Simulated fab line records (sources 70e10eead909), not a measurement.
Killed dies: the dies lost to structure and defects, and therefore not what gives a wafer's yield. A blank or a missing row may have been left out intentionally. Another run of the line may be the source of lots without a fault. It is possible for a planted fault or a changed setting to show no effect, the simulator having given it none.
fab line records + flow nand_harc
record:
- lots: 13
- wafers: 39
- last_day: 35
route steps=1302 shown A_ZERO_WELL@403 A_SOURCE_PLATE@416 A_ONON_D1@432 END@1302
lots that met no fault: from a run of the same line without faults
start_h: hours from the record's first day to the start of the lot's first wafer shown + wait_h: hours since the lot's step before + " unchanged from the row above + L1.1+2: a row that stands for several wafers + - either no value or no given start + * or withheld: withheld + < > ~ a bound
route shown NAME@n: names a module that has steps shown in the file, with the first one's number in the route + usual: mean and standard deviation over wafers with no fault + same: alike in all rows + chamber/n: place in a boat + sites: readings site by site + _std_site: how widely they spread, as a standard deviation + _edge_site: the outer-site mean with the inner-site mean subtracted + radius_mm: for every site, how far away it sits from the centre of the wafer + mask NAME#n: copy n + behind: the tool/chamber that last shaped the wafer + hold: cause of the lot's hold/its duration in hours/its outcome + device: whichever transistor did not switch (one of n, p or np) + end of line: the same wafers' tests at the end of the route + where a step has no rows: the recipe by itself + killed: at the first sort, the dies lost to defects and structure; wafer yield is something else + map: a wafer's dies, marking killed ones x, the rest . and places with no die _
set.NAME: the run value of the setting; set.NAME@STEP: its run value at that earlier step + model.NAME: the simulator's own value behind a step, which no gauge read
one table for each step of the route and one row for each wafer, over a sample of lots
services: a tool's chamber out of use, with start hour (start_h, from the record's first day; less than 0 if before it), hours out, and reason
== steps ==
step: NHARC_A_ZERO_WELL_DESCUM_12
recipe:
- time_s: 3
- o2_flow_sccm: 200
- ar_flow_sccm: 0
- bias_power_w: 0
- chemistry: O2
usual:
- drypump_motor_current_A: 5.6/0.48
- oes_product_au: 1.001/0.0068
- rf_vpp_V: 57.9/0.75
- showerhead_plenum_p_Torr: 1.91/0.058
- throttle_valve_pct: 11.311/0.0082
| lot.wafer | tool        | chamber | start_h | wait_h | drypump_motor_current_A | oes_product_au | rf_hours_counter_h | rf_vpp_V | showerhead_plenum_p_Torr | throttle_valve_pct |
|-----------|-------------|---------|---------|--------|-------------------------|----------------|--------------------|----------|--------------------------|--------------------|
| L259.2    | rie_diel-03 | 1       | 140.20  | -      | 5.7                     | 0.996          | 1                  | 58.0     | 1.95                     | 11.310             |
| L259.3    | "           | 3       | "       | "      | 5.0                     | 1.000          | 0                  | 58.5     | 1.96                     | 11.312             |
| L259.6    | "           | 0       | "       | "      | 6.0                     | 0.998          | -                  | 57.8     | 1.88                     | 11.314             |
| L261.4    | rie_diel-01 | 0       | 161.85  | -      | 6.5                     | 1.003          | 24                 | 57.7     | 1.92                     | 11.328             |
| L261.1    | "           | 1       | "       | "      | 5.3                     | 1.007          | 23                 | 57.4     | 1.96                     | 11.306             |
| L261.3    | "           | 2       | "       | "      | 5.8                     | 1.008          | 20                 | 58.2     | 2.01                     | 11.307             |
| L262.3    | rie_diel-01 | 0       | 171.47  | -      | 6.5                     | 1.003          | 26                 | 58.2     | 1.92                     | 11.325             |
| L262.4    | "           | 1       | "       | "      | 5.3                     | 0.997          | 25                 | 58.2     | 1.96                     | 11.310             |
| L262.6    | "           | 0       | "       | "      | 6.5                     | 1.000          | -                  | 58.3     | 1.92                     | 11.306             |
| L264.2    | rie_diel-03 | 1       | 187.22  | -      | 5.7                     | 1.002          | 2                  | 58.2     | 1.95                     | 11.315             |
| L264.1    | "           | 2       | "       | "      | 5.0                     | 1.020          | 2                  | 56.8     | 1.84                     | 11.297             |
| L264.4    | "           | 0       | "       | "      | 6.0                     | 1.004          | -                  | 57.3     | 1.88                     | 11.312             |
| L267.2    | rie_diel-07 | 1       | 215.65  | -      | 5.7                     | 1.004          | 23                 | 56.9     | 1.89                     | 11.315             |
| L267.4    | "           | 2       | "       | "      | 5.9                     | 0.982          | 25                 | 57.5     | 1.92                     | 11.309             |
| L267.1    | "           | 0       | "       | "      | 6.5                     | 0.999          | 26                 | 58.5     | 2.05                     | 11.324             |
| L271.3    | rie_diel-01 | 1       | 253.20  | -      | 5.3                     | 1.000          | 9                  | 57.5     | 1.96                     | 11.335             |
| L271.5    | "           | 1       | "       | "      | 5.3                     | 1.001          | -                  | 58.8     | 1.96                     | 11.313             |
| L271.4    | "           | 3       | "       | "      | 5.5                     | 1.012          | -                  | 58.2     | 1.83                     | 11.311             |
| L274.2    | rie_diel-07 | 3       | 286.25  | -      | 6.0                     | 1.006          | 53                 | 58.7     | 1.85                     | 11.308             |
| L274.3    | "           | 0       | "       | "      | 6.5                     | 0.994          | 51                 | 59.1     | 2.04                     | 11.311             |
| L274.1    | "           | 2       | "       | "      | 5.9                     | 0.998          | 53                 | 57.8     | 1.91                     | 11.314             |
| L275.1    | rie_diel-03 | 3       | 302.66  | -      | 5.0                     | 1.005          | 0                  | 58.2     | 1.95                     | 11.317             |
| L275.6    | "           | 2       | "       | "      | 5.0                     | 0.999          | -                  | 55.9     | 1.84                     | 11.325             |
| L275.5    | "           | 3       | "       | "      | 5.0                     | 0.997          | -                  | 58.4     | 1.95                     | 11.325             |
| L276.3    | rie_diel-01 | 3       | 307.27  | -      | 5.5                     | 1.007          | 17                 | 56.6     | 1.83                     | 11.310             |
| L276.4    | "           | 1       | "       | "      | 5.3                     | 1.001          | 17                 | 57.7     | 1.96                     | 11.318             |
| L276.6    | "           | 3       | "       | "      | 5.5                     | 1.019          | -                  | 58.3     | 1.83                     | 11.319             |
| L277.1    | rie_diel-03 | 0       | 314.01  | -      | 6.0                     | 1.001          | 1                  | 57.8     | 1.88                     | 11.298             |
| L277.3    | "           | 1       | "       | "      | 5.7                     | 0.992          | 1                  | 57.4     | 1.95                     | 11.303             |
| L277.6    | "           | 0       | "       | "      | 6.0                     | 0.993          | -                  | 56.7     | 1.88                     | 11.309             |
| L279.4    | rie_diel-03 | 0       | 337.77  | -      | 6.0                     | 1.004          | 1                  | 57.1     | 1.88                     | 11.324             |
| L279.6    | "           | 3       | "       | "      | 4.9                     | 1.004          | -                  | 58.9     | 1.95                     | 11.312             |
| L279.5    | "           | 0       | "       | "      | 6.0                     | 0.992          | -                  | 58.0     | 1.88                     | 11.308             |
| L280.1    | rie_diel-03 | 2       | 345.67  | -      | 5.0                     | 0.998          | 1                  | 56.3     | 1.84                     | 11.311             |
| L280.2    | "           | 3       | "       | "      | 5.0                     | 1.007          | 1                  | 56.9     | 1.95                     | 11.310             |
| L280.5    | "           | 1       | "       | "      | 5.7                     | 0.999          | -                  | 56.3     | 1.95                     | 11.312             |
| L282.3    | rie_diel-03 | 1       | 377.23  | -      | 5.7                     | 0.999          | 2                  | 56.8     | 1.95                     | 11.315             |
| L282.2    | "           | 3       | "       | "      | 5.0                     | 1.015          | 2                  | 58.7     | 1.95                     | 11.309             |
| L282.5    | "           | 1       | "       | "      | 5.7                     | 0.996          | -                  | 58.2     | 1.95                     | 11.303             |
step: NHARC_A_SOURCE_PLATE_THK_MEAS_09
recipe:
- thk_meas_gauge: ellipsometry
usual:
- thk_nm: 9.7/1.1
| lot.wafer | tool          | chamber | start_h | wait_h | thk_nm |
|-----------|---------------|---------|---------|--------|--------|
| L259.2    | film_metro-02 | -       | 150.39  | 0.4    | 10.1   |
| L259.3    | "             | -       | "       | "      | 9.8    |
| L259.6    | "             | -       | "       | "      | 9.9    |
| L261.1    | film_metro-02 | -       | 170.18  | 0.4    | 9.2    |
| L261.3    | "             | -       | "       | "      | 9.8    |
| L261.4    | "             | -       | "       | "      | 9.0    |
| L262.3    | film_metro-02 | -       | 179.65  | 0.4    | 11.1   |
| L262.4    | "             | -       | "       | "      | 9.5    |
| L262.6    | "             | -       | "       | "      | 8.5    |
| L264.1    | film_metro-01 | -       | 196.31  | 0.4    | 9.5    |
| L264.2    | "             | -       | "       | "      | 9.8    |
| L264.4    | "             | -       | "       | "      | 9.2    |
| L267.1    | film_metro-01 | -       | 224.04  | 0.4    | 8.9    |
| L267.2    | "             | -       | "       | "      | 8.6    |
| L267.4    | "             | -       | "       | "      | 11.5   |
| L271.3    | film_metro-02 | -       | 262.27  | 0.4    | 10.5   |
| L271.4    | "             | -       | "       | "      | 9.5    |
| L271.5    | "             | -       | "       | "      | 8.6    |
| L274.1    | film_metro-02 | -       | 295.46  | 0.4    | 10.4   |
| L274.2    | "             | -       | "       | "      | 9.0    |
| L274.3    | "             | -       | "       | "      | 10.4   |
| L275.1    | film_metro-02 | -       | 311.40  | 0.4    | 8.0    |
| L275.5    | "             | -       | "       | "      | 11.1   |
| L275.6    | "             | -       | "       | "      | 9.6    |
| L276.3    | film_metro-02 | -       | 315.37  | 0.4    | 8.3    |
| L276.4    | "             | -       | "       | "      | 11.1   |
| L276.6    | "             | -       | "       | "      | 9.1    |
| L277.1    | film_metro-01 | -       | 322.14  | 0.4    | 10.7   |
| L277.3    | "             | -       | "       | "      | 10.5   |
| L277.6    | "             | -       | "       | "      | 10.7   |
| L279.4    | film_metro-01 | -       | 343.75  | 0.4    | 11.4   |
| L279.5    | "             | -       | "       | "      | 9.2    |
| L279.6    | "             | -       | "       | "      | 7.9    |
| L280.1    | film_metro-02 | -       | 354.31  | 0.4    | 10.0   |
| L280.2    | "             | -       | "       | "      | 9.9    |
| L280.5    | "             | -       | "       | "      | 10.8   |
| L282.2    | film_metro-01 | -       | 385.91  | 0.4    | 9.5    |
| L282.3    | "             | -       | "       | "      | 10.7   |
| L282.5    | "             | -       | "       | "      | 10.3   |
step: NHARC_A_ONON_D1_DEP_12
recipe:
- target_thk_a: 10000
- n2_flow_sccm: 2750
- n2o_flow_sccm: 2000
- nh3_flow_sccm: 500
- sih4_flow_sccm: 210
- temp_c: 400
usual:
- n2o_flow_sccm: 2001/6
- nh3_flow_sccm: 500.4/1.5
- sih4_flow_sccm: 209.9/0.6
| lot.wafer | tool          | chamber | start_h | wait_h | n2o_flow_sccm | nh3_flow_sccm | sih4_flow_sccm |
|-----------|---------------|---------|---------|--------|---------------|---------------|----------------|
| L259.2    | pecvd_onon-01 | 0       | 165.40  | 0.1    | 1994          | 502.6         | 210.3          |
| L259.3    | "             | 0       | "       | "      | 2001          | 503.5         | 210.6          |
| L259.6    | "             | 0       | "       | "      | 1988          | 503.3         | 210.4          |
| L261.1    | pecvd_onon-01 | 0       | 185.58  | 0.1    | 1998          | 499.7         | 209.9          |
| L261.3    | "             | 0       | "       | "      | 2006          | 500.3         | 209.4          |
| L261.4    | "             | 0       | "       | "      | 2004          | 500.9         | 210.4          |
| L262.3    | pecvd_onon-01 | 0       | 195.16  | 0.2    | 2002          | 500.0         | 209.3          |
| L262.4    | "             | 0       | "       | "      | 1997          | 499.5         | 208.8          |
| L262.6    | "             | 0       | "       | "      | 2003          | 499.9         | 209.6          |
| L264.1    | pecvd_onon-01 | 0       | 211.77  | 0.1    | 2014          | 498.0         | 210.5          |
| L264.2    | "             | 0       | "       | "      | 2000          | 499.5         | 210.0          |
| L264.4    | "             | 0       | "       | "      | 2013          | 497.6         | 210.3          |
| L267.1    | pecvd_onon-01 | 0       | 240.60  | 0.1    | 1998          | 502.5         | 211.1          |
| L267.2    | "             | 0       | "       | "      | 2010          | 499.9         | 209.9          |
| L267.4    | "             | 0       | "       | "      | 2009          | 500.4         | 209.6          |
| L271.3    | pecvd_onon-04 | 0       | 277.77  | 0.2    | 1999          | 500.0         | 209.4          |
| L271.4    | "             | 0       | "       | "      | 2008          | 502.7         | 209.9          |
| L271.5    | "             | 0       | "       | "      | 2001          | 500.6         | 210.4          |
| L274.1    | pecvd_onon-04 | 0       | 310.45  | 0.1    | 1999          | 499.9         | 209.8          |
| L274.2    | "             | 0       | "       | "      | 2005          | 499.1         | 209.1          |
| L274.3    | "             | 0       | "       | "      | 2000          | 501.5         | 209.6          |
| L275.1    | pecvd_onon-01 | 0       | 328.82  | 0.1    | 1996          | 502.4         | 209.8          |
| L275.5    | "             | 0       | "       | "      | 2007          | 501.7         | 209.3          |
| L275.6    | "             | 0       | "       | "      | 2010          | 500.6         | 209.4          |
| L276.3    | pecvd_onon-03 | 0       | 328.95  | 0.2    | 2006          | 496.1         | 209.9          |
| L276.4    | "             | 0       | "       | "      | 2010          | 499.6         | 210.7          |
| L276.6    | "             | 0       | "       | "      | 2007          | 499.0         | 209.4          |
| L277.1    | pecvd_onon-01 | 0       | 337.40  | 0.1    | 2003          | 498.8         | 209.3          |
| L277.3    | "             | 0       | "       | "      | 1996          | 498.9         | 209.1          |
| L277.6    | "             | 0       | "       | "      | 2003          | 499.5         | 209.0          |
| L279.4    | pecvd_onon-03 | 0       | 360.51  | 0.2    | 1998          | 504.3         | 209.5          |
| L279.5    | "             | 0       | "       | "      | 1995          | 499.3         | 208.7          |
| L279.6    | "             | 0       | "       | "      | 2000          | 501.7         | 210.5          |
| L280.1    | pecvd_onon-01 | 0       | 369.80  | 0.2    | 2010          | 500.5         | 209.8          |
| L280.2    | "             | 0       | "       | "      | 2006          | 500.8         | 209.1          |
| L280.5    | "             | 0       | "       | "      | 2004          | 500.5         | 210.1          |
| L282.2    | pecvd_onon-03 | 0       | 400.93  | 0.1    | 2006          | 500.2         | 210.1          |
| L282.3    | "             | 0       | "       | "      | 2004          | 501.0         | 209.8          |
| L282.5    | "             | 0       | "       | "      | 2008          | 501.9         | 209.2          |
step: NHARC_A_ONON_D1_THK_MEAS_14
recipe:
- thk_meas_gauge: ellipsometry
usual:
- thk_nm: 1001/8.9
| lot.wafer | tool          | chamber | start_h | wait_h | thk_nm |
|-----------|---------------|---------|---------|--------|--------|
| L259.2    | film_metro-02 | -       | 165.86  | -      | 1009   |
| L259.3    | "             | -       | "       | "      | 1006   |
| L259.6    | "             | -       | "       | "      | 1007   |
| L261.1    | film_metro-01 | -       | 186.09  | -      | 984    |
| L261.3    | "             | -       | "       | "      | 984    |
| L261.4    | "             | -       | "       | "      | 986    |
| L262.3    | film_metro-02 | -       | 195.55  | -      | 1001   |
| L262.4    | "             | -       | "       | "      | 1003   |
| L262.6    | "             | -       | "       | "      | 1004   |
| L264.1    | film_metro-02 | -       | 212.28  | -      | 986    |
| L264.2    | "             | -       | "       | "      | 988    |
| L264.4    | "             | -       | "       | "      | 987    |
| L267.1    | film_metro-01 | -       | 241.11  | -      | 1009   |
| L267.2    | "             | -       | "       | "      | 1012   |
| L267.4    | "             | -       | "       | "      | 1010   |
| L271.3    | film_metro-01 | -       | 278.18  | -      | 901    |
| L271.4    | "             | -       | "       | "      | 901    |
| L271.5    | "             | -       | "       | "      | 901    |
| L274.1    | film_metro-02 | -       | 310.96  | -      | 906    |
| L274.2    | "             | -       | "       | "      | 905    |
| L274.3    | "             | -       | "       | "      | 907    |
| L275.1    | film_metro-01 | -       | 329.33  | -      | 995    |
| L275.5    | "             | -       | "       | "      | 994    |
| L275.6    | "             | -       | "       | "      | 994    |
| L276.3    | film_metro-02 | -       | 329.35  | -      | 1013   |
| L276.4    | "             | -       | "       | "      | 1011   |
| L276.6    | "             | -       | "       | "      | 1011   |
| L277.1    | film_metro-01 | -       | 337.93  | -      | 996    |
| L277.3    | "             | -       | "       | "      | 997    |
| L277.6    | "             | -       | "       | "      | 995    |
| L279.4    | film_metro-01 | -       | 360.85  | -      | 1010   |
| L279.5    | "             | -       | "       | "      | 1013   |
| L279.6    | "             | -       | "       | "      | 1012   |
| L280.1    | film_metro-01 | -       | 370.31  | -      | 998    |
| L280.2    | "             | -       | "       | "      | 997    |
| L280.5    | "             | -       | "       | "      | 997    |
| L282.2    | film_metro-02 | -       | 401.38  | -      | 1012   |
| L282.3    | "             | -       | "       | "      | 1013   |
| L282.5    | "             | -       | "       | "      | 1010   |
step: NHARC_END_SORT_01
recipe:
- temp_c: 25
usual:
- killed_at_array: 44/16
- killed_at_other: 0.6/1.1
- killed_at_periphery: 3.9/2.6
- killed_dies: 48/16
- killed_open: 3.1/1.9
- killed_short: 2.4/1.8
same:
- gross_dies: 677
| lot.wafer | tool      | chamber | start_h | wait_h | killed_at_array | killed_at_other | killed_at_periphery | killed_dies | killed_open | killed_short |
|-----------|-----------|---------|---------|--------|-----------------|-----------------|---------------------|-------------|-------------|--------------|
| L271.3    | prober-01 | 0       | 669.47  | 3.1    | 676             | 1               | 0                   | 677         | 1           | 1            |
| L271.4    | prober-01 | 0       | 670.27  | 3.4    | 672             | 3               | 2                   | 677         | 8           | 7            |
| L271.5    | prober-01 | 0       | 671.06  | 3.7    | 676             | 0               | 1                   | 677         | 6           | 2            |
| L274.1    | prober-01 | 0       | 704.10  | 2.5    | 668             | 1               | 8                   | 677         | 3           | 2            |
| L274.2    | prober-01 | 0       | 704.90  | 2.8    | 671             | 0               | 6                   | 677         | 2           | 1            |
| L274.3    | prober-01 | 0       | 705.71  | 3.1    | 674             | 0               | 3                   | 677         | 0           | 0            |
killed by level:class
L271.3 A_ONON_D1:area_dep=658 A_CHANNEL_HOLE_D1:chamber_film_flake=5 A_STAIRCASE:chamber_film_flake=4 A_SLIT:chamber_film_flake=2 A_WL_FILL:chamber_film_flake=2 A_CHANNEL_FILL_D2:geometric_particle:short=1 STARTING-WAFER:geometric_particle:open=1 A_ZERO_WELL:chamber_film_flake=1
L271.4 A_ONON_D1:area_dep=642 A_CHANNEL_HOLE_D1:chamber_film_flake=6 A_CHANNEL_FILL_D1:chamber_film_flake=3 A_CHANNEL_FILL_D1:geometric_particle:short=2 A_ONON_D2:geometric_particle:short=2 A_CHANNEL_HOLE_D2:chamber_film_flake=2 A_STAIRCASE:chamber_film_flake=2 A_SLIT:chamber_film_flake=2
L271.5 A_ONON_D1:area_dep=652 A_CHANNEL_HOLE_D1:chamber_film_flake=6 A_CONTACT:chamber_film_flake=6 A_SLIT:chamber_film_flake=3 A_STAIRCASE:chamber_film_flake=2 P_M1:geometric_particle:short=1 A_SOURCE_PLATE:geometric_particle:open=1 A_ONON_D1:geometric_particle:open=1
L274.1 A_ONON_D1:area_dep=636 A_SLIT:chamber_film_flake=18 A_CHANNEL_HOLE_D1:chamber_film_flake=6 P_CONTACT:chamber_film_flake=4 A_M0:geometric_particle:open=2 A_CONTACT:chamber_film_flake=2 P_CONTACT:geometric_particle:open=1 P_M1:geometric_particle:short=1
L274.2 A_ONON_D1:area_dep=635 A_SLIT:chamber_film_flake=22 P_CONTACT:chamber_film_flake=6 A_CHANNEL_HOLE_D1:chamber_film_flake=4 A_CONTACT:chamber_film_flake=3 A_STAIRCASE:chamber_film_flake=2 A_SOURCE_PLATE:geometric_particle:open=1 A_ONON_D2:geometric_particle:short=1
L274.3 A_ONON_D1:area_dep=649 A_SLIT:chamber_film_flake=13 A_CHANNEL_FILL_D2:chamber_film_flake=4 A_CHANNEL_HOLE_D1:chamber_film_flake=3 A_DECK1_JOINT:chamber_film_flake=2 P_CONTACT:chamber_film_flake=2 P_STI:chamber_film_flake=1 A_ZERO_WELL:chamber_film_flake=1
== services ==
| tool          | chamber | start_h | hours | kind   |
|---------------|---------|---------|-------|--------|
| rie_diel-07   | -       | 117.20  | 9.0   | pm     |
| rie_diel-01   | 3       | 123.58  | 11.7  | repair |
| pecvd_onon-04 | -       | 130.57  | 13.0  | pm     |
| pecvd_onon-03 | -       | 131.61  | 2.0   | repair |
| rie_diel-03   | 0       | 137.81  | -     | clean  |
| rie_diel-03   | 1       | 137.81  | -     | clean  |
| rie_diel-03   | 2       | 137.81  | -     | clean  |
| rie_diel-03   | 3       | 137.81  | -     | clean  |
| rie_diel-07   | 1       | 141.65  | 5.9   | repair |
| rie_diel-03   | 3       | 186.55  | 1.6   | repair |
| rie_diel-01   | -       | 204.11  | 9.0   | pm     |
| pecvd_onon-03 | -       | 227.00  | 13.0  | pm     |
| rie_diel-01   | 0       | 246.85  | 6.9   | repair |
| pecvd_onon-01 | -       | 269.03  | 13.0  | pm     |
| rie_diel-07   | 1       | 281.08  | 8.1   | repair |
| rie_diel-03   | -       | 281.31  | 9.0   | pm     |
| rie_diel-01   | 0       | 285.46  | 4.9   | repair |
| rie_diel-07   | -       | 294.20  | 9.0   | pm     |
| rie_diel-01   | 3       | 294.53  | 9.9   | repair |
| pecvd_onon-04 | -       | 311.57  | 13.0  | pm     |
| rie_diel-01   | 1       | 332.95  | 14.2  | repair |
| rie_diel-07   | 0       | 364.85  | 8.3   | repair |
| rie_diel-01   | -       | 381.11  | 9.0   | pm     |
| rie_diel-03   | 2       | 384.41  | 11.2  | repair |
== key ==
first_sign:
- step: NHARC_A_ONON_D1_THK_MEAS_14
- reading: thk_nm
- direction: down
- sigmas: 11
- usual: 1001
- struck: 904
effect:
- step: NHARC_END_SORT_01
- reading: killed_at_array
- direction: up
- sigmas: 40
- usual: 44
- struck: 673
more_kills_born_at:
- NHARC_A_ONON_D1_DEP_12@pecvd_onon-04: 3872
met_at NHARC_A_ONON_D1_DEP_12
struck_lots L271,L274
later_rows_left_out L271.3,L271.4,L271.5,L274.1,L274.2,L274.3
tester_left_out L271,L274
not_acting_at NHARC_A_ZERO_WELL_DESCUM_12,NHARC_A_SOURCE_PLATE_THK_MEAS_09
fault:
- kind: process_parameter_drift
- tool: pecvd_onon-04
- chamber: -
- onset_h: 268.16
- steps: NHARC_A_ONON_D1_DEP_12
- channel: target_thk_a
- offset: *
- shape: step
- end_h: 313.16
- acts_in: *
- stated: *
tester_left_out: of these lots the tester's yield and bins aren't shown, on N5 and GAA mostly nor the transistor test; their killed dies are dies lost to structure and defects alone, not to doping, threshold or leakage, so they don't give the yield
later_rows_left_out: the simulator's readings of these wafers behind a module that went badly wrong aren't trusted and aren't shown, but for the sort
